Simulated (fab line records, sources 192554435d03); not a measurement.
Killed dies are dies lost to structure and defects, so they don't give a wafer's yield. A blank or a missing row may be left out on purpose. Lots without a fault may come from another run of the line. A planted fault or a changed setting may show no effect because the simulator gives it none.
fab line records | flow n5_finfet
record lots=7 wafers=21 last_day=17
route steps=1938 shown BEOL_M6@1231 PASSIVATION@1936
lots that met no fault: from a run of the same line without faults
start_h: hours from the record's first day to the start of the lot's first wafer shown | wait_h: hours since the lot's step before | " the same as in the row above | L1.1+2: a row that stands for several wafers | - no value, or no start given | * or withheld: withheld | < > ~ a bound
route shown NAME@n: a module of which the file shows steps, and the number in the route of the first | usual: mean/standard deviation of fault-free wafers | same: alike in all rows | chamber/n: place in a boat | sites: the reading at each site | _std_site: their standard deviation | _edge_site: outer sites' mean less inner sites' | radius_mm: how far each site lies from the wafer's centre | mask NAME#n: copy n | behind: the tool/chamber that last shaped the wafer | hold: why the lot was held/for how many hours/how that ended | device: the transistor (n, p or np) that didn't switch | end of line: the same wafers' tests at the end of the route | a step without rows: its recipe alone | killed: dies lost to structure and defects at the first sort, not the wafer's yield | map: a wafer's dies, x killed, . not, _ none there
set.NAME: the setting as run; set.NAME@STEP: as run at that earlier step | model.NAME: the simulator's own value behind a step, which no gauge read
lots at some steps of the route; a table a step, a row a wafer
services: from which hour (start_h, from the record's first day; less than 0 if before it) a tool's chamber was out of use, for how many hours, and why
## steps
# step N5_BEOL_M6_ETCH_72
# recipe chemistry=N2/H2 target=underlayer target_depth_a=65 mask_material=CAR-EUV time_s=5.2 ion_energy_ev=200 pressure_mtorr=30 source_w=840 bias_w=150 n2_flow_sccm=200 h2_flow_sccm=200 ends=cleared
# step N5_BEOL_M6_ETCH_65
# recipe chemistry=CF4 target=SiARC target_depth_a=156 mask_material=CAR-EUV time_s=26 ion_energy_ev=80 pressure_mtorr=40 source_w=545 bias_w=36 Ar_flow_sccm=100 cf4_flow_sccm=100 ends=cleared
# step N5_BEOL_M6_ETCH_66
# recipe chemistry=N2/H2 target=SOC target_depth_a=800 overetch_a=160 mask_material=SiARC temp_c=40 time_s=120 ion_energy_ev=200 pressure_mtorr=30 source_w=840 bias_w=150 n2_flow_sccm=200 h2_flow_sccm=200
# step N5_BEOL_M6_STRIP_69
# recipe chemistry=N2/H2 temp_c=40 n2_flow_sccm=200 h2_flow_sccm=200 rf_frequency_hz=6e+07
# step N5_BEOL_M6_STRIP_73
# recipe chemistry=N2/H2 temp_c=40 n2_flow_sccm=200 h2_flow_sccm=200 rf_frequency_hz=6e+07
# step N5_BEOL_M6_VIA_ETCH_34
# recipe chemistry=C4F6/O2 target=SiCOH_lowk target_depth_a=1263 mask_material=SOC taper_deg=4 time_s=50.9 ion_energy_ev=250 pressure_mtorr=30 source_w=345 bias_w=185 Ar_flow_sccm=300 C4F6_flow_sccm=10 O2_flow_sccm=10
# usual drypump_motor_current_A=5.9/0.47 oes_f_703_au=0.77/0.078 oes_product_au=0.76/0.078 rf_vpp_V=662/5.8 showerhead_plenum_p_Torr=2.86/0.097 throttle_valve_pct=20.81/0.25
# columns lot.wafer tool chamber start_h wait_h drypump_motor_current_A oes_f_703_au oes_product_au rf_hours_counter_h rf_vpp_V showerhead_plenum_p_Torr throttle_valve_pct
L329.2 rie_diel-03 2 230.55 0.0 6.6 0.69 0.68 225 666 2.93 21.20
L329.4 " 0 " " 6.3 0.88 0.87 45 653 2.78 20.79
L329.5 " 1 " " 5.6 0.77 0.77 - 667 2.99 20.60
L330.2 rie_diel-01 2 243.58 0.0 5.4 0.80 0.80 97 672 2.99 20.70
L330.3 " 0 " " 5.5 0.90 0.92 17 672 2.90 20.29
L330.5 " 0 " " 5.5 0.90 0.92 - 672 2.90 20.29
L338.3 rie_diel-03 2 285.44 0.0 6.6 0.68 0.69 244 665 2.92 21.25
L338.4 " 1 " " 5.7 0.76 0.76 137 665 2.98 20.61
L338.5 " 1 " " 5.6 0.76 0.75 - 667 2.98 20.63
L340.1 rie_diel-03 2 297.85 0.0 6.6 0.67 0.67 250 664 2.91 21.25
L340.4 " 1 " " 5.7 0.75 0.76 143 666 2.98 20.63
L340.5 " 2 " " 6.6 0.67 0.67 - 665 2.91 21.26
L339.4 rie_diel-03 2 299.17 0.0 6.6 0.67 0.67 250 665 2.91 21.25
L339.5 " 1 " " 5.6 0.75 0.75 - 666 2.98 20.63
L339.6 " 2 " " 6.6 0.68 0.67 - 666 2.91 21.26
L344.1 rie_diel-03 1 318.51 0.0 5.7 0.75 0.74 150 664 2.97 20.64
L344.3 " 3 " " 6.3 0.75 0.74 176 659 2.72 20.85
L344.4 " 1 " " 5.7 0.74 0.74 - 666 2.97 20.64
L345.1 rie_diel-03 0 323.21 0.0 6.3 0.83 0.83 77 653 2.76 20.83
L345.2 " 1 " " 5.7 0.75 0.75 152 666 2.97 20.64
L345.3 " 3 " " 6.3 0.75 0.74 178 659 2.72 20.85
# step N5_BEOL_M6_STRIP_76
# recipe chemistry=C4F6/O2 resist=SiARC rf_frequency_hz=6e+07
# step N5_BEOL_M6_STRIP_36
# recipe chemistry=N2/H2 power_w=450 temp_c=40 pressure_mtorr=20 rf_frequency_hz=6e+07 overash_fraction=0.3 bias_power_w=7 h2_frac=0.5 n2_flow_sccm=200 h2_flow_sccm=200
# step N5_BEOL_M6_TRENCH_ETCH_37
# recipe chemistry=C4F6/O2 target_depth_a=944.35 target=SiCOH_lowk time_s=31.5 ion_energy_ev=250 pressure_mtorr=30 source_w=345 bias_w=185 Ar_flow_sccm=300 C4F6_flow_sccm=10 O2_flow_sccm=10
# step N5_BEOL_M6_ETCH_41
# recipe chemistry=CH3F/O2 target=SiCN target_depth_a=297 taper_deg=2 time_s=52 ion_energy_ev=120 mask_material=TiN pressure_mtorr=30 source_w=395 bias_w=75 Ar_flow_sccm=150 CH3F_flow_sccm=30 O2_flow_sccm=20
# usual drypump_motor_current_A=5.9/0.47 oes_product_au=0.76/0.079 rf_vpp_V=297.4/1.8 showerhead_plenum_p_Torr=2.01/0.071 throttle_valve_pct=16.26/0.25
# columns lot.wafer tool chamber start_h wait_h drypump_motor_current_A oes_product_au rf_hours_counter_h rf_vpp_V showerhead_plenum_p_Torr throttle_valve_pct
L329.2 rie_diel-03 2 - - 6.6 0.68 225 299.0 2.06 16.66
L329.4 " 0 " " 6.3 0.86 45 298.7 1.95 16.18
L329.5 " 1 " " 5.7 0.77 - 299.6 2.10 16.03
L330.2 rie_diel-01 2 - - 5.4 0.80 97 298.9 2.11 16.10
L330.3 " 0 " " 5.5 0.93 17 298.7 2.04 15.72
L330.5 " 0 " " 5.5 0.93 - 298.7 2.04 15.71
L338.3 rie_diel-03 2 - - 6.5 0.67 244 299.0 2.05 16.70
L338.4 " 1 " " 5.7 0.75 138 298.8 2.10 16.07
L338.5 " 1 " " 5.6 0.75 - 300.1 2.10 16.09
L340.1 rie_diel-03 2 - - 6.6 0.68 250 299.0 2.05 16.72
L340.4 " 1 " " 5.7 0.76 143 298.7 2.09 16.09
L340.5 " 2 " " 6.6 0.67 - 297.9 2.05 16.70
L339.4 rie_diel-03 2 - - 6.6 0.67 250 298.2 2.05 16.71
L339.5 " 1 " " 5.7 0.75 - 300.1 2.09 16.08
L339.6 " 2 " " 6.6 0.67 - 298.9 2.05 16.71
L344.1 rie_diel-03 1 - - 5.7 0.75 150 300.6 2.09 16.10
L344.3 " 3 " " 6.3 0.74 176 295.5 1.91 16.34
L344.4 " 1 " " 5.7 0.74 - 298.5 2.09 16.10
L345.1 rie_diel-03 0 - - 6.3 0.83 77 296.0 1.94 16.22
L345.2 " 1 " " 5.7 0.74 152 297.8 2.09 16.11
L345.3 " 3 " " 6.3 0.74 178 295.6 1.91 16.31
# step N5_BEOL_M6_STRIP_80
# recipe chemistry=N2/H2 time_s=10 power_w=450 temp_c=40 pressure_mtorr=20 rf_frequency_hz=6e+07 bias_power_w=7 n2_flow_sccm=200 h2_flow_sccm=200
# step N5_BEOL_M6_OCD_MEAS_38
# usual trench_depth_nm=93.3/1.1
# columns lot.wafer tool chamber start_h wait_h trench_depth_nm
L329.2 ocd-02 - 230.80 - 91.9
L329.4 " - " " 94.4
L329.5 " - " " 94.4
L330.2 ocd-01 - 243.83 - 95.9
L330.3 " - " " 94.8
L330.5 " - " " 94.6
L338.3 ocd-01 - 285.69 - 91.2
L338.4 " - " " 92.8
L338.5 " - " " 92.7
L340.1 ocd-01 - 298.10 - 91.6
L340.4 " - " " 93.1
L340.5 " - " " 92.2
L339.4 ocd-02 - 299.42 - 91.3
L339.5 " - " " 92.7
L339.6 " - " " 91.6
L344.1 ocd-01 - 318.76 - 93.2
L344.3 " - " " 94.2
L344.4 " - " " 93.1
L345.1 ocd-02 - 323.46 - 94.4
L345.2 " - " " 93.6
L345.3 " - " " 94.5
# step N5_BEOL_M6_HM_STRIP_39
# recipe chemistry=peroxide_tin_strip material=TiN target_depth_a=250 temp_c=50 time_s=158
# usual bath_guard_temp_C=50.0/0.42 bath_heat_duty_pct=7.2/0.77 temp_c=50.01/0.12
# columns lot.wafer tool chamber start_h wait_h bath_guard_temp_C bath_heat_duty_pct temp_c model.TiN_of_BEOL_M6_HM_DEP_02.thk_nm
L329.2 wet_bench-04 5 230.83 0.0 49.3 6.4 49.98 0
L329.4 " 3 " " 50.0 8.4 49.87 0
L329.5 " 6 " " 49.8 7.5 50.03 0
L330.2 wet_bench-03 3 243.87 0.0 49.7 7.1 49.97 0
L330.3 " 4 " " 49.9 7.9 50.24 0
L330.5 " 0 " " 49.6 7.0 50.26 0
L338.3 wet_bench-02 2 285.71 0.0 - - - 17.4
L338.4 " 1 " " - - - 17.4
L338.5 " 6 " " - - - 17.4
L340.1 wet_bench-03 1 298.13 0.0 - - - 17.4
L340.4 " 7 " " - - - 17.6
L340.5 " 6 " " - - - 17.6
L339.4 wet_bench-02 4 299.45 0.0 - - - 17.6
L339.5 " 2 " " - - - 17.2
L339.6 " 5 " " - - - 17.6
L344.1 wet_bench-04 0 318.79 0.0 49.8 5.8 49.85 0
L344.3 " 5 " " 49.8 7.1 49.88 0
L344.4 " 7 " " 50.1 6.3 50.01 0
L345.1 wet_bench-03 2 323.49 0.0 50.2 8.8 49.90 0
L345.2 " 6 " " 50.3 7.0 49.93 0
L345.3 " 4 " " 49.4 8.3 49.97 0
# step N5_BEOL_M6_SRD_40
# recipe time_s=30 temp_c=23 rinse_liquid=diw dry=ipa_marangoni
# step N5_BEOL_M6_PRECLEAN_42
# recipe chemistry=residue_remover time_s=60 temp_c=40
# usual temp_c=40.00/0.11
# columns lot.wafer tool chamber start_h wait_h temp_c model.TiN_of_BEOL_M6_HM_DEP_02.thk_nm
L329.2 wet_bench-04 5 230.89 0.0 40.05 0
L329.4 " 3 " " 40.07 0
L329.5 " 6 " " 40.13 0
L330.2 wet_bench-03 3 243.93 0.0 40.06 0
L330.3 " 4 " " 40.05 0
L330.5 " 0 " " 40.00 0
L338.3 wet_bench-02 2 285.78 0.0 39.89 6.4
L338.4 " 1 " " 39.88 6.4
L338.5 " 6 " " 39.80 6.4
L340.1 wet_bench-03 1 298.19 0.0 40.06 6.4
L340.4 " 7 " " 40.11 6.6
L340.5 " 6 " " 40.10 6.6
L339.4 wet_bench-02 4 299.51 0.0 40.04 6.6
L339.5 " 2 " " 40.06 6.2
L339.6 " 5 " " 40.09 6.6
L344.1 wet_bench-04 0 318.85 0.0 39.93 0
L344.3 " 5 " " 39.97 0
L344.4 " 7 " " 40.07 0
L345.1 wet_bench-03 2 323.62 0.0 40.10 0
L345.2 " 6 " " 40.05 0
L345.3 " 4 " " 40.09 0
# step N5_BEOL_M6_SRD_43
# recipe time_s=30 temp_c=23 rinse_liquid=diw dry=ipa_marangoni
# step N5_BEOL_M6_CD_MEAS_35
# recipe target_cd_nm=40 target_cd_y_nm=28 polarity=opening
# usual cd_nm=39.9/0.45
# columns lot.wafer tool chamber start_h wait_h cd_nm
L329.2 cd_sem-01 - 230.95 0.0 40.3
L329.4 " - " " 40.5
L329.5 " - " " 39.5
L330.2 cd_sem-02 - 243.99 0.0 39.8
L330.3 " - " " 40.1
L330.5 " - " " 40.1
L338.3 cd_sem-01 - 285.84 0.0 39.6
L338.4 " - " " 39.7
L338.5 " - " " 40.0
L340.1 cd_sem-03 - 298.25 0.0 40.2
L340.4 " - " " 40.5
L340.5 " - " " 40.6
L339.4 cd_sem-01 - 299.58 0.0 39.7
L339.5 " - " " 39.6
L339.6 " - " " 39.4
L344.1 cd_sem-01 - 318.91 0.0 40.8
L344.3 " - " " 40.1
L344.4 " - " " 40.2
L345.1 cd_sem-03 - 323.71 0.0 39.7
L345.2 " - " " 38.8
L345.3 " - " " 39.3
# step N5_BEOL_M6_CURE_75
# recipe temp_c=370 time_s=120 ambient=DMADMS/He material=SiCOH_lowk
# step N5_BEOL_M6_DEGAS_44
# recipe ambient=vacuum temp_c=250 time_s=60
# usual heater_power_w=343/41 susceptor_temp_C=250.00/0.18
# columns lot.wafer tool chamber start_h wait_h heater_power_w susceptor_temp_C
L329.2 pvd_sputter-01 - 231.66 0.5 356 249.87
L329.4 " - " " 344 250.13
L329.5 " - " " 297 249.91
L330.2 pvd_sputter-03 - 244.35 0.2 340 249.85
L330.3 " - " " 375 250.06
L330.5 " - " " 353 250.06
L338.3 pvd_sputter-03 - 286.22 0.2 292 249.83
L338.4 " - " " 418 250.33
L338.5 " - " " 290 250.17
L340.1 pvd_sputter-02 - 298.67 0.3 383 250.17
L340.4 " - " " 331 250.22
L340.5 " - " " 311 250.17
L339.4 pvd_sputter-02 - 301.61 1.2 383 250.27
L339.5 " - " " 378 250.05
L339.6 " - " " 341 250.09
L344.1 pvd_sputter-03 - 319.61 0.6 417 250.11
L344.3 " - " " 341 249.58
L344.4 " - " " 297 250.17
L345.1 pvd_sputter-02 - 325.48 1.4 298 250.17
L345.2 " - " " 382 250.12
L345.3 " - " " 342 249.68
# step N5_BEOL_M6_PRE_CLEAN_45
# recipe gas=H2/He time_s=30 temp_c=250
# step N5_BEOL_M6_ALD_77
# recipe material=TaN target_thk_a=20 temp_c=275 ald_precursor_family=PDMAT ald_co_reactant=NH3 pressure_torr=3 carrier_flow_sccm=1500 pulse_time_s=2 purge_time_s=3 co_reactant_purge_time_s=2 co_reactant_pulse_time_s=3 ald_cycles=40 precursor_vessel_temp_c=75 precursor_vessel_pressure_torr=26.25 precursor_vessel_carrier_sccm=1000
# usual heater_power_w=434/43 mfc_carrier_sccm=1500/4.2 susceptor_temp_C=275.01/0.17
# columns lot.wafer tool chamber start_h wait_h heater_power_w mfc_carrier_sccm susceptor_temp_C
L329.2 ald_metal-04 1 231.77 0.0 448 1497 275.04
L329.4 " 2 " " 484 1495 275.05
L329.5 " 1 " " 459 1496 275.12
L330.2 ald_metal-04 2 244.45 0.0 489 1491 274.94
L330.3 " 1 " " 453 1496 274.65
L330.5 " 3 " " 413 1504 274.93
L338.3 ald_metal-01 3 286.32 0.0 455 1501 274.78
L338.4 " 3 " " 451 1501 274.91
L338.5 " 2 " " 356 1500 274.94
L340.1 ald_metal-01 0 298.77 0.0 466 1497 274.98
L340.4 " 3 " " 459 1504 275.02
L340.5 " 2 " " 359 1503 275.01
L339.4 ald_metal-01 2 301.87 0.2 362 1499 275.04
L339.5 " 3 " " 443 1503 274.97
L339.6 " 0 " " 473 1497 274.89
L344.1 ald_metal-04 3 319.75 0.1 410 1495 275.14
L344.3 " 1 " " 464 1495 275.05
L344.4 " 2 " " 484 1498 275.05
L345.1 ald_metal-02 2 325.61 0.1 457 1507 275.04
L345.2 " 0 " " 485 1509 274.93
L345.3 " 1 " " 428 1498 274.74
# step N5_BEOL_M6_SURFACE_TREAT_79
# recipe gas=Ar time_s=* ion_energy_ev=* ion_current_ma_cm2=0.5 pressure_mtorr=* ar_flow_sccm=30
# usual throttle_valve_pct=*
# columns lot.wafer tool chamber start_h wait_h throttle_valve_pct
L329.2 pvd_sputter-01 - 233.64 1.7 *
L329.4 " - " " *
L329.5 " - " " *
L330.2 pvd_sputter-01 - 244.74 0.2 *
L330.3 " - " " *
L330.5 " - " " *
L338.3 pvd_sputter-03 - 287.04 0.6 *
L338.4 " - " " *
L338.5 " - " " *
L340.1 pvd_sputter-02 - 299.07 0.2 *
L340.4 " - " " *
L340.5 " - " " *
L339.4 pvd_sputter-02 - 302.05 0.1 *
L339.5 " - " " *
L339.6 " - " " *
L344.1 pvd_sputter-01 - 320.15 0.3 *
L344.3 " - " " *
L344.4 " - " " *
L345.1 pvd_sputter-02 - 326.00 0.3 *
L345.2 " - " " *
L345.3 " - " " *
# step N5_BEOL_M6_CVD_78
# recipe material=Co target_thk_a=20 temp_c=withheld precursor=CCTBA/H2 pressure_torr=30 time_s=142.3
# step N5_BEOL_M6_SPUTTER_48
# recipe material=Cu target_thk_a=100 temp_c=-20 bias_v=60 power_w=26000 chamber_pressure_pa=0.13 time_s=1.667
# step N5_BEOL_M6_ECD_50
# recipe material=Cu target_thk_a=3000
# step N5_BEOL_M6_ANNEAL_51
# recipe temp_c=225 time_s=90 ambient=N2
# step N5_BEOL_M6_CMP_52
# recipe stop_on=SiCOH_lowk t_overpolish_s=6.9 down_force_psi=1 platen_rpm=50 clearing_platen_down_force_psi=1.5 clearing_platen_rpm=50 post_cmp_clean=cu_alkaline target_thk_nm=80 clearing_platen_pad_velocity_m_s=0.99484 pad_velocity_m_s=0.99484
# usual barrier_field_endpoint_s=29.4/0.67 clearing_platen_rpm=50.000/0.028 motor_current_A=6.0/0.51
# columns lot.wafer tool chamber start_h wait_h barrier_field_endpoint_s clearing_platen_rpm motor_current_A
L329.2 cmp-04 0 234.46 0.2 29.6 49.995 5.5
L329.4 " 1 " " 31.0 50.002 6.1
L329.5 " 1 " " 30.4 49.988 5.9
L330.2 cmp-04 1 247.19 0.2 29.1 49.956 6.2
L330.3 " 2 " " 29.6 49.990 5.9
L330.5 " 1 " " 30.0 49.952 6.3
L338.4 cmp-04 0 288.07 0.1 38.8 49.981 5.7
L338.3 " 3 " " 37.6 49.991 6.2
L338.5 " 0 " " 37.8 49.972 5.3
L340.1 cmp-03 2 300.42 0.3 37.1 49.988 5.8
L340.4 " 3 " " 37.4 49.998 5.8
L340.5 " 3 " " 38.2 49.977 5.5
L339.4 cmp-03 2 302.80 0.2 36.9 49.931 5.5
L339.5 " 1 " " 36.9 49.967 6.4
L339.6 " 2 " " 37.6 49.995 5.8
L344.1 cmp-04 3 322.40 0.5 28.7 50.039 6.3
L344.4 " 0 " " 29.1 49.992 5.4
L344.3 " 1 " " 27.7 49.949 6.2
L345.1 cmp-02 3 326.98 0.3 30.4 50.044 5.8
L345.3 " 0 " " 30.1 49.983 6.0
L345.2 " 1 " " 29.0 50.016 7.1
# step N5_BEOL_M6_THK_MEAS_53
# recipe thk_meas_gauge=xrf reads=Cu_of_BEOL_M6_ECD_50
# usual M6_THK=78.5/1.7
# columns lot.wafer tool chamber start_h wait_h M6_THK[nm]
L329.2 film_metro-02 - 234.76 - 76.0
L329.4 " - " " 80.1
L329.5 " - " " 79.8
L330.2 film_metro-02 - 247.49 - 81.0
L330.3 " - " " 80.6
L330.5 " - " " 80.4
L338.3 film_metro-01 - 288.37 - 77.2
L338.4 " - " " 80.4
L338.5 " - " " 80.2
L340.1 film_metro-01 - 300.71 - 75.4
L340.4 " - " " 75.9
L340.5 " - " " 74.2
L339.4 film_metro-02 - 303.06 - 76.4
L339.5 " - " " 77.1
L339.6 " - " " 75.6
L344.1 film_metro-01 - 322.65 - 77.8
L344.3 " - " " 78.1
L344.4 " - " " 76.6
L345.1 film_metro-01 - 327.23 - 78.3
L345.2 " - " " 78.3
L345.3 " - " " 79.5
# step N5_PASSIVATION_PROBE_49
# usual defect_limited_yield=91.0/1.5 killed_at_M0_to_M3=36/12 killed_at_M4_up=14/5.5 killed_at_contacts=11/4.8 killed_at_front_end=42/12 killed_at_other=3.7/2.7 killed_dies=106/18 killed_open=70/13 killed_short=35/8.2 sort_bin_5_function=5.3/1 sort_bin_6_memory=3.3/0.69 sort_n_pass=1074/18 sort_yield_pct=91.0/1.5
# same gross_dies=1180 killed_at_back_side=0 sort_bin_4_leakage[%]=0 sort_bin_8_speed[%]=0
# columns lot.wafer tool chamber start_h wait_h defect_limited_yield[%] killed_at_M0_to_M3 killed_at_M4_up killed_at_contacts killed_at_front_end killed_at_other killed_dies killed_open killed_short sort_bin_5_function[%] sort_bin_6_memory[%] sort_n_pass sort_yield_pct[%]
L338.3 prober-02 - 361.77 0.1 90.8 42 10 9 43 4 108 70 35 6.3 2.4 1072 90.8
L338.4 prober-02 - 361.82 0.2 89.7 40 15 5 58 3 121 83 38 6.9 2.9 1059 89.7
L338.5 prober-02 - 361.87 0.2 88.3 45 19 11 59 4 138 91 45 7.2 4.1 1042 88.3
L340.1 prober-01 - 379.78 0.0 88.7 45 15 6 66 1 133 87 46 6.4 4.4 1047 88.7
L340.4 prober-01 - 379.93 0.2 89.4 54 11 16 43 1 125 74 51 6.6 3.5 1055 89.4
L340.5 prober-01 - 379.98 0.2 89.7 53 11 4 47 6 121 75 43 5.9 4.1 1059 89.7
L339.4 prober-02 - 382.41 0.2 90.8 21 21 10 54 2 108 77 29 4.7 4.3 1072 90.8
L339.5 prober-02 - 382.46 0.2 91.5 22 22 7 48 1 100 72 26 4.7 3.6 1080 91.5
L339.6 prober-02 - 382.51 0.3 88.6 24 30 13 60 7 134 97 35 6.8 4.2 1046 88.6
L344.1 prober-01 - 406.06 0.0 91.9 33 17 13 26 7 96 66 29 5.2 2.7 1084 91.9
L344.3 prober-01 - 406.16 0.1 90.8 33 18 18 32 8 109 79 30 5.1 3.7 1071 90.8
L344.4 prober-01 - 406.21 0.2 91.1 35 21 16 27 6 105 73 32 4.7 3.7 1075 91.1
# killed by level:class
L338.3 FIN_SAQP:geometric_particle:open=12 BEOL_M0_SAQP:geometric_particle:short=11 BEOL_M2:geometric_particle:open=10 FIN_SAQP:geometric_particle:short=9 MOL_CONTACT_COAG:geometric_particle:open=9 BEOL_M1:geometric_particle:open=8 BEOL_M4:geometric_particle:open=6 DUMMY_GATE:geometric_particle:open=5
L338.4 FIN_SAQP:geometric_particle:open=11 STI_FIN_REVEAL:geometric_particle:open=11 BEOL_M2:geometric_particle:open=11 FIN_SAQP:geometric_particle:short=10 BEOL_M0_SAQP:geometric_particle:open=10 DUMMY_GATE:geometric_particle:open=9 BEOL_M0_SAQP:geometric_particle:short=6 BEOL_M4:geometric_particle:open=6
L338.5 FIN_SAQP:geometric_particle:open=21 FIN_SAQP:geometric_particle:short=10 BEOL_M0_SAQP:geometric_particle:open=10 MOL_CONTACT_COAG:geometric_particle:open=9 BEOL_M0_SAQP:geometric_particle:short=9 BEOL_M4:geometric_particle:open=7 STI_FIN_REVEAL:geometric_particle:open=7 BEOL_M2:geometric_particle:open=7
L340.1 STI_FIN_REVEAL:geometric_particle:open=18 BEOL_M0_SAQP:geometric_particle:open=14 FIN_SAQP:geometric_particle:open=11 FIN_SAQP:geometric_particle:short=9 GATE_CUT:geometric_particle:short=8 BEOL_M3:geometric_particle:open=6 MOL_CONTACT_COAG:geometric_particle:open=6 BEOL_M0:geometric_particle:short=5
L340.4 BEOL_M0_SAQP:geometric_particle:short=19 MOL_CONTACT_COAG:geometric_particle:open=12 BEOL_M3:geometric_particle:open=9 FIN_SAQP:geometric_particle:open=8 BEOL_M0_SAQP:geometric_particle:open=8 BEOL_M1:geometric_particle:open=8 DUMMY_GATE:geometric_particle:open=7 GATE_CUT:geometric_particle:short=6
L340.5 BEOL_M0_SAQP:geometric_particle:open=14 FIN_SAQP:geometric_particle:open=10 FIN_SAQP:geometric_particle:short=10 STI_FIN_REVEAL:geometric_particle:open=9 BEOL_M2:geometric_particle:open=8 BEOL_M1:geometric_particle:open=7 BEOL_M0_SAQP:geometric_particle:short=6 BEOL_M4:geometric_particle:open=5
L339.4 FIN_SAQP:geometric_particle:open=17 STI_FIN_REVEAL:geometric_particle:open=9 FIN_SAQP:geometric_particle:short=7 MOL_CONTACT_COAG:geometric_particle:open=7 BEOL_M5:geometric_particle:open=7 BEOL_M0_SAQP:geometric_particle:short=6 BEOL_M4:geometric_particle:open=5 BEOL_M2:geometric_particle:open=4
L339.5 STI_FIN_REVEAL:geometric_particle:open=18 BEOL_M4:geometric_particle:open=12 FIN_SAQP:geometric_particle:open=8 BEOL_M0_SAQP:geometric_particle:open=7 FIN_SAQP:geometric_particle:short=5 DUMMY_GATE:geometric_particle:open=5 MOL_CONTACT_COAG:geometric_particle:open=5 BEOL_M2:geometric_particle:open=4
L339.6 FIN_SAQP:geometric_particle:open=18 BEOL_M4:geometric_particle:open=14 MOL_CONTACT_COAG:geometric_particle:open=12 STI_FIN_REVEAL:geometric_particle:open=11 FIN_SAQP:geometric_particle:short=9 BEOL_M0_SAQP:geometric_particle:open=9 DUMMY_GATE:geometric_particle:open=8 BEOL_M0_SAQP:geometric_particle:short=4
L344.1 MOL_CONTACT_COAG:geometric_particle:open=11 BEOL_M3:geometric_particle:open=9 BEOL_M4:geometric_particle:open=9 GATE_CUT:geometric_particle:short=7 STI_FIN_REVEAL:geometric_particle:open=6 BEOL_M0_SAQP:geometric_particle:open=6 BEOL_M0_SAQP:geometric_particle:short=6 BEOL_M2:geometric_particle:open=5
L344.3 MOL_CONTACT_COAG:geometric_particle:open=12 BEOL_M4:geometric_particle:open=10 DUMMY_GATE:geometric_particle:open=9 BEOL_M0_SAQP:geometric_particle:open=8 FIN_SAQP:geometric_particle:open=7 BEOL_M0_SAQP:geometric_particle:short=7 BEOL_M5:geometric_particle:open=7 MOL_CONTACT_COAG:geometric_particle:short=6
L344.4 MOL_CONTACT_COAG:geometric_particle:open=14 BEOL_M4:geometric_particle:open=11 BEOL_M2:geometric_particle:open=9 BEOL_M3:geometric_particle:open=8 BEOL_M3:geometric_particle:short=7 DUMMY_GATE:geometric_particle:open=6 BEOL_M5:geometric_particle:open=5 FIN_SAQP:geometric_particle:short=4
## services
# columns tool chamber start_h hours kind
cmp-02 - 214.94 0.6 repair
wet_bench-03 - 215.57 4.4 pm
wet_bench-03 - 224.94 1.7 repair
rie_diel-01 0 225.59 5.0 repair
rie_diel-01 1 246.01 6.7 repair
cmp-02 - 246.27 2.4 repair
cmp-03 - 262.13 4.7 pm
ald_metal-04 2 274.46 2.0 repair
cmp-03 - 276.42 4.0 pm
cmp-03 - 280.42 - consumable_replace:conditioner
cmp-03 - 280.42 - consumable_replace:pad
cmp-04 - 281.58 5.7 pm
ald_metal-01 2 287.84 8.7 repair
wet_bench-02 - 287.94 8.9 repair
rie_diel-01 1 300.08 2.1 repair
rie_diel-03 - 306.71 2.8 pm
cmp-02 - 311.51 1.6 repair
rie_diel-03 2 315.09 11.2 repair
ald_metal-02 - 318.76 0.6 repair
rie_diel-03 2 326.38 - clean
rie_diel-03 2 326.38 - consumable_replace:focus_ring
rie_diel-03 2 326.38 17.9 scheduled_down
rie_diel-03 2 326.38 17.9 vent_cycle
## key
first_sign step=N5_BEOL_M6_HM_STRIP_39 reading=tool_record direction=missing
effect step=N5_BEOL_M6_CMP_52 reading=barrier_field_endpoint_s direction=up sigmas=12 usual=29.4 struck=37.6
model_effect step=N5_BEOL_M6_HM_STRIP_39 value=TiN_of_BEOL_M6_HM_DEP_02.thk_nm without=0 struck=17.47
model_effect step=N5_BEOL_M6_PRECLEAN_42 value=TiN_of_BEOL_M6_HM_DEP_02.thk_nm without=0 struck=6.467
met_at N5_BEOL_M6_HM_STRIP_39
struck_wafers L338.3,L338.4,L338.5,L339.4,L339.5,L339.6,L340.1,L340.4,L340.5
onset_between 243.87 285.71
fault kind=skipped_step_whole tool=wet_bench-02,wet_bench-03 chamber=- onset_h=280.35 steps=N5_BEOL_M6_HM_STRIP_39 scope=struck_lots_only
